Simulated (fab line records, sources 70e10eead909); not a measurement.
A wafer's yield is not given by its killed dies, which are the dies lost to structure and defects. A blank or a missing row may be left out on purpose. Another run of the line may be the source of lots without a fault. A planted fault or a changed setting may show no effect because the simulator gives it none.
Which tool did it?	flow nand_harc	Sampling: 24 lots, 72 wafers, 6 of 1159 route steps

WHAT EACH GAUGE READ, for each wafer
NHARC_A_BONDPAD_OVL_MEAS_35. Usual: overlay_x_nm 0 nm, standard deviation 5.5; overlay_y_nm -1 nm, standard deviation 5.6.
lot	measured	on	overlay_x_nm (nm)	overlay_y_nm (nm)	flag
L075	day 18 00:22	overlay-02	-9 -9 -8	6 6 5	
L076	day 18 03:34	overlay-01	3 3 4	1 1 1	
L077	day 18 05:05	overlay-01	7 8 7	5 6 6	
L074	day 18 09:55	overlay-02	8 8 8	1 1 0	
L078	day 18 15:26	overlay-02	-3 -3 -3	1 1 1	
L079	day 18 19:38	overlay-01	3 3 3	0 -1 -1	
L080	day 19 12:50	overlay-01	-12 -12 -11	-7 -6 -6	
L081	day 19 13:47	overlay-02	2 2 3	-3 -4 -3	
L082	day 19 23:26	overlay-02	5 5 5	2 2 2	
L083	day 20 00:14	overlay-01	6 7 6	4 4 4	
L084	day 20 01:50	overlay-02	3 3 3	-4 -4 -3	
L086	day 20 18:45	overlay-02	1 1 1	-2 -3 -3	
L087	day 20 19:05	overlay-02	-4 -4 -3	-9 -8 -9	
L085	day 21 04:20	overlay-01	-7 -7 -7	-2 -2 -2	
L088	day 21 04:31	overlay-02	0 1 0	-5 -6 -6	
L089	day 21 23:13	overlay-02	-2 -1 -1	1 1 1	
L091	day 22 03:06	overlay-02	-7 -6 -6	0 0 0	
L090	day 22 07:57	overlay-02	6 6 6	-8 -8 -8	
L092	day 22 15:32	overlay-02	-7 -7 -6	3 3 2	
L096	day 22 18:44	overlay-01	0 0 -1	0 0 0	
L094	day 23 02:44	overlay-02	0 0 0	-7 -7 -7	
L095	day 23 02:58	overlay-02	-3 -4 -4	-12 -11 -11	
L093	day 23 10:08	overlay-02	8 8 8	2 2 3	
L097	day 23 15:17	overlay-01	-1 -1 -1	15 16 15	

NHARC_THIN_TSV_THK_MEAS_02: measures by ir. Usual: thk_nm reads 2981 nm (standard deviation 230).
lot	measured	on	thk_nm (nm)	flag
L075	day 18 15:45	film_metro-02	3367 3322 3310	
L076	day 18 20:11	film_metro-02	3355 3188 3308	
L077	day 18 21:23	film_metro-01	2756 2625 2562	
L074	day 19 01:41	film_metro-01	2709 2987 3295	
L078	day 19 08:56	film_metro-02	2987 2986 3162	
L079	day 19 07:44	film_metro-01	2621 2798 2624	
L080	day 20 07:00	film_metro-01	3050 3386 2917	
L081	day 20 05:47	film_metro-01	2592 2927 2845	
L082	day 20 15:21	film_metro-01	3083 3257 3436	
L083	day 20 14:08	film_metro-02	2913 2921 3133	
L084	day 20 16:32	film_metro-01	2906 3396 3123	
L086	day 21 08:56	film_metro-02	3015 2890 2680	
L087	day 21 10:08	film_metro-01	2925 3068 2884	
L085	day 22 01:45	film_metro-01	3134 3018 3090	
L088	day 22 02:56	film_metro-01	2913 2841 3016	
L089	day 22 13:44	film_metro-01	2705 2987 2875	
L091	day 23 01:47	film_metro-01	3143 2908 3020	
L090	day 23 00:35	film_metro-01	3155 3161 3319	
L092	day 23 05:37	film_metro-02	2901 2752 3146	
L096	day 23 06:49	film_metro-01	2711 3154 3215	
L094	day 23 18:11	film_metro-01	3168 3355 3379	
L095	day 23 16:59	film_metro-01	3221 2847 2588	
L093	day 24 00:20	film_metro-02	2907 2563 2632	
L097	day 24 08:23	film_metro-02	2525 2753 2703	

EACH LOT AND THE TOOL THAT RAN IT (in order: tool; ch and the chambers of the sampled wafers; start)
lot	NHARC_A_M1_ETCH_35	NHARC_A_M1_PVD_21	NHARC_A_BONDPAD_DESCUM_11	NHARC_HYBRID_BOND_ACTIVATE_00
L075	rie_diel-11 ch 0,3, day 17 19:50	pvd_sputter-02, day 18 00:22 or earlier	rie_diel-01 ch 1,2, day 18 00:32	rie_diel-06 ch 1,2, day 18 03:22
L076	rie_diel-11 ch 1,3, day 17 22:37	pvd_sputter-01, day 18 03:34 or earlier	rie_diel-08 ch 0,2, day 18 03:41	rie_diel-05 ch 0,3, day 18 06:23
L077	rie_diel-13 ch 0,1,3, day 18 00:18	pvd_sputter-02, day 18 05:05 or earlier	rie_diel-08 ch 1,3, day 18 05:13	rie_diel-05 ch 0,1,3, day 18 07:51
L074	rie_diel-09 ch 0,1,2, day 18 05:25	pvd_sputter-03, day 18 09:55 or earlier	rie_diel-02 ch 0,2, day 18 10:03	rie_diel-05 ch 0,1,3, day 18 12:43
L078	rie_diel-11 ch 0,1,3, day 18 10:46	pvd_sputter-03, day 18 15:26 or earlier	rie_diel-01 ch 0,1,2, day 18 15:34	rie_diel-05 ch 1,2,3, day 18 18:34
L079	rie_diel-11 ch 0,1, day 18 14:59	pvd_sputter-02, day 18 19:38 or earlier	rie_diel-08 ch 1,3, day 18 19:45	rie_diel-07 ch 0,1,2, day 18 22:31
L080	rie_diel-11 ch 2,3, day 19 07:59	pvd_sputter-03, day 19 12:50 or earlier	rie_diel-08 ch 0,2,3, day 19 12:58	rie_diel-06 ch 1,2,3, day 19 15:41
L081	rie_diel-13 ch 0,1, day 19 09:07	pvd_sputter-02, day 19 13:47 or earlier	rie_diel-02 ch 0,2,3, day 19 13:55	rie_diel-06 ch 0,2,3, day 19 16:33
L082	rie_diel-11 ch 0,3, day 19 18:48	pvd_sputter-02, day 19 23:26 or earlier	rie_diel-08 ch 0,1,3, day 19 23:33	rie_diel-05 ch 1,2,3, day 20 02:21
L083	rie_diel-09 ch 1,2,3, day 19 19:46	pvd_sputter-03, day 20 00:14 or earlier	rie_diel-01 ch 2,3, day 20 00:22	rie_diel-05 ch 0,3, day 20 03:05
L084	rie_diel-09 ch 0,2,3, day 19 21:16	pvd_sputter-01, day 20 01:50 or earlier	rie_diel-08 ch 0,1, day 20 01:58	rie_diel-05 ch 0,1,2, day 20 04:46
L086	rie_diel-11 ch 0,1,2, day 20 13:58	pvd_sputter-03, day 20 18:45 or earlier	rie_diel-08 ch 1,2,3, day 20 18:52	rie_diel-05 ch 0,2,3, day 20 21:31
L087	rie_diel-09 ch 1,2,3, day 20 14:11	pvd_sputter-02, day 20 19:05 or earlier	rie_diel-02 ch 0,1,3, day 20 19:12	rie_diel-05 ch 0,1,3, day 20 22:13
L085	rie_diel-09 ch 1,2,3, day 20 23:26	pvd_sputter-02, day 21 04:20 or earlier	rie_diel-01 ch 0,1,3, day 21 04:29	rie_diel-05 ch 0,2,3, day 21 07:12
L088	rie_diel-11 ch 1,2,3, day 20 23:51	pvd_sputter-01, day 21 04:31 or earlier	rie_diel-02 ch 0,1,2, day 21 04:38	rie_diel-05 ch 0,1,3, day 21 07:22
L089	rie_diel-13 ch 0,1, day 21 18:14	pvd_sputter-02, day 21 23:13 or earlier	rie_diel-02 ch 0,2, day 21 23:20	rie_diel-05 ch 0,2,3, day 22 02:20
L091	rie_diel-13 ch 0,2,3, day 21 22:44	pvd_sputter-02, day 22 03:06 or earlier	rie_diel-08 ch 0,1,2, day 22 03:14	rie_diel-06 ch 0,2,3, day 22 06:08
L090	rie_diel-13 ch 0,1,3, day 22 03:18	pvd_sputter-01, day 22 07:57 or earlier	rie_diel-01 ch 0,2,3, day 22 08:17	rie_diel-05 ch 0,1,3, day 22 10:59
L092	rie_diel-13 ch 1,2,3, day 22 10:47	pvd_sputter-03, day 22 15:32 or earlier	rie_diel-08 ch 1,2, day 22 15:40	rie_diel-07 ch 1,2,3, day 22 18:19
L096	rie_diel-11 ch 0,2,3, day 22 14:13	pvd_sputter-03, day 22 18:44 or earlier	rie_diel-08 ch 0,2,3, day 22 18:52	rie_diel-07 ch 0,1,2, day 22 21:35
L094	rie_diel-13 ch 0,1,3, day 22 22:12	pvd_sputter-01, day 23 02:44 or earlier	rie_diel-08 ch 1,2,3, day 23 02:52	rie_diel-05 ch 0,3, day 23 05:29
L095	rie_diel-11 ch 0,2,3, day 22 22:34	pvd_sputter-02, day 23 02:58 or earlier	rie_diel-08 ch 0,1,3, day 23 03:06	rie_diel-05 ch 0,1,3, day 23 05:49
L093	rie_diel-13 ch 1,2,3, day 23 05:02	pvd_sputter-02, day 23 10:08 or earlier	rie_diel-08 ch 1,2,3, day 23 10:15	rie_diel-05 ch 0,1, day 23 12:59
L097	rie_diel-11 ch 0,2,3, day 23 10:31	pvd_sputter-02, day 23 15:17 or earlier	rie_diel-08 ch 0,2,3, day 23 15:25	rie_diel-05 ch 0,1,2, day 23 18:06
- NHARC_A_M1_ETCH_35: etches the open film in N2/H2, target depth 40 nm, overetch 12 nm, time 43.94 s.
- NHARC_A_M1_PVD_21: deposits Cu, target thk 30 nm, time 20.49 s.
- NHARC_A_BONDPAD_DESCUM_11: chemistry O2, time 3 s.
- NHARC_HYBRID_BOND_ACTIVATE_00: chemistry N2, time 60 s.

WHAT THE TOOLS THEMSELVES READ (means of the sampled wafers that have a number; where no wafer has one, the mark that the record gives instead)
NHARC_A_M1_ETCH_35. Usual: chamber_pressure_mTorr 29.998 mTorr, standard deviation 0.025; drypump_motor_current_A 5.7 A, standard deviation 0.56; oes_product_au 1.000 a.u., standard deviation 0.0088; rf_vpp_V 429.8 V, standard deviation 2.7; showerhead_plenum_p_Torr 2.02 Torr, standard deviation 0.088; throttle_valve_pct 14.172 %, standard deviation 0.0093.
lot	tool	chamber_pressure_mTorr (mTorr)	drypump_motor_current_A (A)	oes_product_au (a.u.)	rf_vpp_V (V)	showerhead_plenum_p_Torr (Torr)	throttle_valve_pct (%)	flag
L075	rie_diel-11	30.000	5.9	1.008	428.7	2.00	14.174	
L076	rie_diel-11	30.002	6.1	0.994	427.6	1.92	14.175	
L077	rie_diel-13	30.001	5.1	1.001	429.4	2.00	14.176	
L074	rie_diel-09	29.994	5.8	0.992	432.5	2.13	14.164	
L078	rie_diel-11	29.995	6.1	1.000	427.9	1.96	14.160	
L079	rie_diel-11	30.015	6.1	1.011	429.6	2.00	14.170	
L080	rie_diel-11	29.987	5.8	1.010	431.9	2.08	14.175	
L081	rie_diel-13	30.010	4.8	0.997	428.4	1.97	14.176	
L082	rie_diel-11	29.992	5.9	1.008	427.8	1.96	14.173	
L083	rie_diel-09	30.000	5.5	1.001	431.9	2.09	14.173	
L084	rie_diel-09	29.999	5.8	1.001	431.7	2.09	14.170	
L086	rie_diel-11	29.984	6.1	1.000	430.9	2.04	14.165	
L087	rie_diel-09	29.991	5.5	1.001	431.5	2.09	14.176	
L085	rie_diel-09	29.996	5.5	0.993	432.5	2.09	14.187	
L088	rie_diel-11	29.990	6.1	1.008	429.6	2.00	14.167	
L089	rie_diel-13	30.036	4.8	1.000	428.8	1.97	14.173	
L091	rie_diel-13	29.996	5.2	0.999	429.1	2.00	14.166	
L090	rie_diel-13	30.030	5.1	0.994	429.4	2.00	14.175	
L092	rie_diel-13	30.009	5.3	0.995	428.3	1.98	14.172	
L096	rie_diel-11	29.986	5.8	1.010	429.9	2.04	14.171	
L094	rie_diel-13	29.975	5.2	0.997	429.6	2.00	14.171	
L095	rie_diel-11	30.016	5.8	1.007	430.6	2.04	14.173	
L093	rie_diel-13	30.011	5.3	0.999	427.8	1.98	14.167	
L097	rie_diel-11	30.008	5.8	1.005	430.7	2.04	14.165	

NHARC_A_M1_PVD_21. Usual: cathode_dc_power_W 5000.1 W, standard deviation 0.92; throttle_valve_pct 30.5 %, standard deviation 1.1.
lot	tool	cathode_dc_power_W (W)	throttle_valve_pct (%)	flag
L075	pvd_sputter-02	5000.3	29.1	
L076	pvd_sputter-01	5000.5	30.5	
L077	pvd_sputter-02	4999.1	30.9	
L074	pvd_sputter-03	4999.9	30.7	
L078	pvd_sputter-03	4999.5	30.8	
L079	pvd_sputter-02	4999.6	29.9	
L080	pvd_sputter-03	4999.9	30.8	
L081	pvd_sputter-02	4999.7	30.9	
L082	pvd_sputter-02	5000.2	30.8	
L083	pvd_sputter-03	5000.3	30.2	
L084	pvd_sputter-01	5000.3	30.6	
L086	pvd_sputter-03	5000.7	29.9	
L087	pvd_sputter-02	5000.2	31.1	
L085	pvd_sputter-02	4999.6	31.9	
L088	pvd_sputter-01	5000.2	30.5	
L089	pvd_sputter-02	5000.8	31.0	
L091	pvd_sputter-02	5000.3	30.8	
L090	pvd_sputter-01	4999.5	30.7	
L092	pvd_sputter-03	4999.8	29.9	
L096	pvd_sputter-03	5000.3	29.8	
L094	pvd_sputter-01	4999.5	31.2	
L095	pvd_sputter-02	5000.8	30.2	
L093	pvd_sputter-02	4999.7	31.2	
L097	pvd_sputter-02	5000.3	29.8	

NHARC_A_BONDPAD_DESCUM_11. Usual: chamber_pressure_mTorr 60.01 mTorr, standard deviation 0.054; drypump_motor_current_A 5.9 A, standard deviation 0.34; oes_product_au 0.999 a.u., standard deviation 0.0069; rf_vpp_V 57.9 V, standard deviation 0.84; showerhead_plenum_p_Torr 1.94 Torr, standard deviation 0.097; throttle_valve_pct 11.312 %, standard deviation 0.0088.
lot	tool	chamber_pressure_mTorr (mTorr)	drypump_motor_current_A (A)	oes_product_au (a.u.)	rf_vpp_V (V)	showerhead_plenum_p_Torr (Torr)	throttle_valve_pct (%)	flag
L075	rie_diel-01	59.99	5.8	0.997	58.2	2.00	11.320	
L076	rie_diel-08	60.06	6.3	1.003	58.6	1.98	11.312	
L077	rie_diel-08	60.01	5.8	0.997	58.1	1.87	11.312	
L074	rie_diel-02	59.96	5.4	1.009	57.3	1.98	11.310	
L078	rie_diel-01	59.95	5.9	1.005	58.0	1.98	11.310	
L079	rie_diel-08	59.96	5.7	0.997	58.1	1.95	11.320	
L080	rie_diel-08	60.00	6.1	1.000	58.1	1.98	11.308	
L081	rie_diel-02	60.01	5.7	0.994	57.7	1.94	11.303	
L082	rie_diel-08	60.04	6.0	1.003	57.6	1.91	11.309	
L083	rie_diel-01	59.96	5.7	0.993	57.5	1.92	11.306	
L084	rie_diel-08	60.03	6.3	0.993	57.7	1.87	11.319	
L086	rie_diel-08	60.03	5.9	0.996	57.2	1.94	11.312	
L087	rie_diel-02	59.99	5.8	1.002	57.0	1.85	11.303	
L085	rie_diel-01	59.97	5.9	0.995	58.0	1.90	11.304	
L088	rie_diel-02	60.02	5.5	1.001	57.7	1.88	11.307	
L089	rie_diel-02	60.02	5.4	1.006	57.6	1.97	11.310	
L091	rie_diel-08	60.02	6.1	0.992	57.7	1.90	11.310	
L090	rie_diel-01	59.99	5.8	0.998	58.0	2.00	11.315	
L092	rie_diel-08	60.03	6.0	0.995	57.9	1.93	11.310	
L096	rie_diel-08	60.01	6.1	1.005	57.7	1.98	11.316	
L094	rie_diel-08	60.01	5.9	0.996	57.6	1.94	11.311	
L095	rie_diel-08	60.00	6.0	1.002	56.8	1.91	11.316	
L093	rie_diel-08	60.02	5.9	1.005	57.4	1.94	11.315	
L097	rie_diel-08	59.94	6.1	1.003	58.1	1.98	11.313	

NHARC_HYBRID_BOND_ACTIVATE_00. Usual: drypump_motor_current_A 5.5 A, standard deviation 0.39; oes_product_au 0.998 a.u., standard deviation 0.0074; rf_vpp_V 64.1 V, standard deviation 0.93; showerhead_plenum_p_Torr 1.76 Torr, standard deviation 0.082.
lot	tool	drypump_motor_current_A (A)	oes_product_au (a.u.)	rf_vpp_V (V)	showerhead_plenum_p_Torr (Torr)	flag
L075	rie_diel-06	5.3	1.012	64.8	1.81	
L076	rie_diel-05	5.4	0.993	63.8	1.73	
L077	rie_diel-05	5.4	0.993	63.9	1.70	
L074	rie_diel-05	5.4	0.984	63.7	1.70	
L078	rie_diel-05	5.7	0.995	63.5	1.73	
L079	rie_diel-07	5.6	1.003	64.6	1.80	
L080	rie_diel-06	5.1	0.994	64.4	1.84	
L081	rie_diel-06	5.0	0.992	64.4	1.87	
L082	rie_diel-05	5.7	1.003	63.8	1.73	
L083	rie_diel-05	5.4	0.995	63.3	1.72	
L084	rie_diel-05	5.7	0.996	64.7	1.77	
L086	rie_diel-05	5.7	1.002	64.4	1.75	
L087	rie_diel-05	5.5	0.997	63.7	1.70	
L085	rie_diel-05	5.7	0.987	64.2	1.75	
L088	rie_diel-05	5.5	0.991	63.6	1.70	
L089	rie_diel-05	5.7	1.002	64.0	1.75	
L091	rie_diel-06	5.0	1.002	64.9	1.86	
L090	rie_diel-05	5.4	0.991	63.7	1.69	
L092	rie_diel-07	5.5	0.997	64.1	1.76	
L096	rie_diel-07	5.6	0.999	65.4	1.79	
L094	rie_diel-05	5.4	1.003	64.7	1.72	
L095	rie_diel-05	5.5	1.007	63.9	1.69	
L093	rie_diel-05	5.3	0.999	63.2	1.74	
L097	rie_diel-05	5.6	1.001	64.7	1.77	

THE ANSWER, worked out from the rows above alone
Rule: a lot is off if the mean of its wafers that have a number lies more than 3 standard deviations from the usual mean. A lot without any number at a reading at which 4 lots or more have one is off too. Where the step has rows for the other lots, those lots are counted as sound. The gauges are gone through in route order, then the tools' own readings, and for those a lot's mean is taken as printed above. The first step at which some lot is off is used, and at that step the reading that is off furthest; a lot without a number counts as furthest.
No lot is off on any of the readings shown, so nothing can be concluded from this.

WHAT THE SIMULATOR HAD INSERTED
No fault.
